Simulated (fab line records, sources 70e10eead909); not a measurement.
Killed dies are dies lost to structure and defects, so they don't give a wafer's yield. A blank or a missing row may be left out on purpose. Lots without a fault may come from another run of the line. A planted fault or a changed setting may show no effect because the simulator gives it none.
A struck lot beside a sound one | flow nand_harc | 15 steps out of a route of 1302
Sound: wafers L167.3, L167.4, L167.5. Struck: wafers L170.3, L170.5, L170.6. The cause comes at the end.
At each step with rows: each side's tool, then ch and its chambers, then its first start. Under that, the readings that differ: sound wafers | struck wafers | difference of the means | sigmas: that difference in standard deviations of wafers without a fault.
alike: readings whose means differ by less than 2 such deviations, and words and numbers that are the same on both sides. not compared: withheld readings, readings that some wafer has no value for, bounds like >300 that may hide the same value, and numbers for which the record gives no deviation and whose values overlap.
The two part at a step that has a row with sigmas, a row that says differs or no value, or rows on one side only. Numbers that don't overlap but have no deviation are shown without sigmas and don't part them. A reading that every wafer of one side lacks parts them only if that side has two wafers or more.

NHARC_A_SGD_CUT_THK_MEAS_22: measures by ellipsometry.
  sound on film_metro-02, day 21 15:00; struck on film_metro-01, day 23 04:40
  alike: thk_nm
then, 2 steps without rows for these wafers: NHARC_A_SGD_CUT_SRD_23; NHARC_A_SGD_CUT_ETCH_26 (etches SiO2 in dHF, target depth 45.8 nm).
NHARC_A_SGD_CUT_ETCHBACK_24: etches the open film in CH3F/O2, target depth 50 nm, time 92.857 s.
  sound on rie_diel-05 ch 1,3, day 21 15:13; struck on rie_diel-05 ch 0,2,3, day 23 04:56
  alike: drypump_motor_current_A, o2_flow_sccm, oes_product_au, rf_vpp_V, showerhead_plenum_p_Torr, throttle_valve_pct
  not compared: rf_hours_counter_h
NHARC_A_SGD_CUT_STRIP_28: strips in O2, time 20 s.
  sound on rie_diel-05 ch 0,1,2; struck on rie_diel-05 ch 1,2
  alike: drypump_motor_current_A, o2_flow_sccm, oes_product_au, rf_vpp_V, showerhead_plenum_p_Torr, throttle_valve_pct
  not compared: rf_hours_counter_h
NHARC_A_SGD_CUT_INSPECT_25:
  sound on defect_inspect-01, day 21 15:28; struck on defect_inspect-01, day 23 05:08
  alike: raw_defect_count
NHARC_A_SLIT_DEP_25: deposits SiO2, target thk 200 nm.
  sound on pecvd-02 ch 1,2, day 21 15:32; struck on pecvd-02 ch 0,2, day 23 05:17
  alike: heater_power_w, throttle_valve_pct
NHARC_A_SLIT_DEP_00: deposits aC, target thk 6200 nm.
  sound on acl_dep-02 ch 0, day 21 17:07; struck on acl_dep-02 ch 0, day 23 06:47
  alike: throttle_valve_pct
NHARC_A_SLIT_DEP_23: deposits SiON, target thk 100 nm.
  sound on pecvd-03 ch 0,1,2, day 21 19:42; struck on pecvd-01 ch 0,2, day 23 09:25
  alike: heater_power_w
then, 3 steps without rows for these wafers: NHARC_A_SLIT_DEHYDRATE_01 (time 120 s); NHARC_A_SLIT_HMDS_02 (time 30 s); NHARC_A_SLIT_COAT_03 (resist thk 90 nm).
NHARC_A_SLIT_SOFTBAKE_04: time 55 s.
  sound on litho_track-06 ch 0, day 21 19:00; struck on litho_track-06 ch 0, day 23 09:00
  reading                  | sound                | struck               | difference | sigmas
  heater_power_total_W (W) | 188.39 188.46 188.47 | 226.06 226.26 226.13 | +37.71     | +99 or more
  alike: resist_line_temp_C
then, 1 step without rows for these wafers: NHARC_A_SLIT_EBR_05.
-- the record jumps here: 5 days lie between the struck wafers' starts before and after (it left off in module A_SLIT and takes up again in module END, whose first step shown is number 1302 of the route) --
NHARC_END_SORT_01:
  the record has rows for the struck wafers here (prober-02 ch 0, day 28 03:46) and none for the sound ones

WHERE THEY PART
First at NHARC_A_SLIT_SOFTBAKE_04; last, within this record, at NHARC_END_SORT_01.

WHY: what the simulator had put in
Process parameter drift: litho_track-06, from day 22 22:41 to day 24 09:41, at NHARC_A_SLIT_SOFTBAKE_04. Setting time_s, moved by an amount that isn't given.
